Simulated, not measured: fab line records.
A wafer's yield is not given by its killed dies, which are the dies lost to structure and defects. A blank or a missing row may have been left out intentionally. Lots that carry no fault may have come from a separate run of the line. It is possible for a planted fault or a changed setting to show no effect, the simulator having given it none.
A struck lot beside a sound one	flow n5_finfet	24 steps out of a route of 1938
Sound: the wafers L329.2, L329.5, L329.6. Wafers L321.3, L321.4, L321.6 were the ones struck. Last of all comes the cause.
Per side, at each step with rows, come the tool, then ch with its chambers, and then its first start. Under that, the readings that differ: sound wafers	struck wafers	difference of the means	sigmas: that difference in standard deviations of wafers without a fault.
alike: readings with means less than 2 such deviations apart, plus words and numbers identical on both sides. not compared: withheld readings, readings lacking a value on some wafer, bounds such as >300 that could conceal the same value, and numbers that have no deviation in the record and whose values overlap.
The two part at a step that has a row with sigmas, a row that says differs or no value, or rows on one side only. Non-overlapping numbers with no deviation appear without sigmas and do not part them. Lack of a reading on every wafer of one side parts them only where that side has two or more wafers.

first, 8 steps without rows for these wafers: N5_BEOL_M4_SPUTTER_96 (material Cu, target thk 4.5 nm, time 8.29 s); N5_BEOL_M4_ECD_50 (material Cu, target thk 300 nm); N5_BEOL_M4_ANNEAL_51 (time 90 s); N5_BEOL_M4_CMP_52 (polishes, stops on SiOC, t overpolish 6.8 s, target thk 40 nm); N5_BEOL_M4_PRE_CLEAN_60 (time 15 s); N5_BEOL_M4_CO_CAP_55 (material Co, precursor CCTBA/H2, target thk 2 nm, time 102.1 s); N5_BEOL_M4_PRE_CLEAN_56 (time 15 s); N5_BEOL_M4_DEP_57 (deposits SiCN from 3MS/NH3, target thk 8 nm, time 14 s).
N5_BEOL_M5_ILD_DEP_00: deposits SiCOH lowk from DEMS/porogen, target thk 140.64 nm, time 25.9 s.
  sound on pecvd-03 ch 0,1, day 12 13:25; struck on pecvd-02 ch 0,1, day 10 05:12
  alike: heater_power_w, showerhead_plenum_p_Torr, susceptor_temp_C, throttle_valve_pct
then, 12 steps without rows for these wafers: N5_BEOL_M5_CURE_79 (cures SiCOH lowk, time 240 s); N5_BEOL_M5_PECVD_70 (deposits SiO2 from TEOS/O2, target thk 16 nm, time 18 s); N5_BEOL_M5_HM_DEP_02 (deposits TiN, target thk 20 nm); N5_BEOL_M5_COAT_59 (time 60 s, resist thk 60 nm); N5_BEOL_M5_COAT_60 (time 60 s, resist thk 12 nm); N5_BEOL_M5_COAT_71 (time 60 s, resist thk 5 nm); N5_BEOL_M5_COAT_05 (resist thk 30 nm); N5_BEOL_M5_EBR_07; N5_BEOL_M5_SOFTBAKE_06 (time 60 s); N5_BEOL_M5_EXPOSE_08 (exposes mask M5, target cd 28 nm); N5_BEOL_M5_PEB_09 (peb time 60 s); N5_BEOL_M5_DEVELOP_10 (develop time 30 s).
N5_BEOL_M5_INSPECT_13: inspects for defects (brightfield).
  struck on defect_inspect-02, day 10 07:52; sound on defect_inspect-01, day 12 14:47
reading	sound	struck	difference	sigmas
raw_defect_count	403 334 417	824 887 765	+441	+6
then, 1 step without rows for these wafers: N5_BEOL_M5_DESCUM_16 (chemistry O2, time 7 s).
-- the record jumps here: 4 days lie between the struck wafers' starts before and after (it left off in module BEOL_M5 and takes up again in module PASSIVATION, whose first step shown is number 1936 of the route) --
N5_PASSIVATION_PROBE_49:
  struck on prober-01, day 14 16:43; sound on prober-01, day 16 16:37
reading	sound	struck	difference	sigmas
defect_limited_yield (%)	91.9 93.1 91.9	86.7 88.2 85.0	-5.7	-4
killed_at_M4_up	8 13 6	98 86 113	+90	+16
killed_dies	96 81 95	157 139 177	+67	+4
killed_on_rim	10 8 10	27 22 14	+12	+3
sort_bin_5_function (%)	5.0 3.6 4.7	7.5 6.8 10.6	+3.9	+5
sort_n_pass	1084 1099 1085	1023 1041 1003	-67	-4
sort_yield_pct (%)	91.9 93.1 91.9	86.7 88.2 85.0	-5.7	-4
  alike: killed_at_M0_to_M3, killed_at_contacts, killed_at_front_end, killed_at_other, killed_open, killed_short, sort_bin_6_memory

## WHERE THEY PART
First at N5_BEOL_M5_INSPECT_13; last, within this record, at N5_PASSIVATION_PROBE_49.

WHY: what had been put in by the simulator
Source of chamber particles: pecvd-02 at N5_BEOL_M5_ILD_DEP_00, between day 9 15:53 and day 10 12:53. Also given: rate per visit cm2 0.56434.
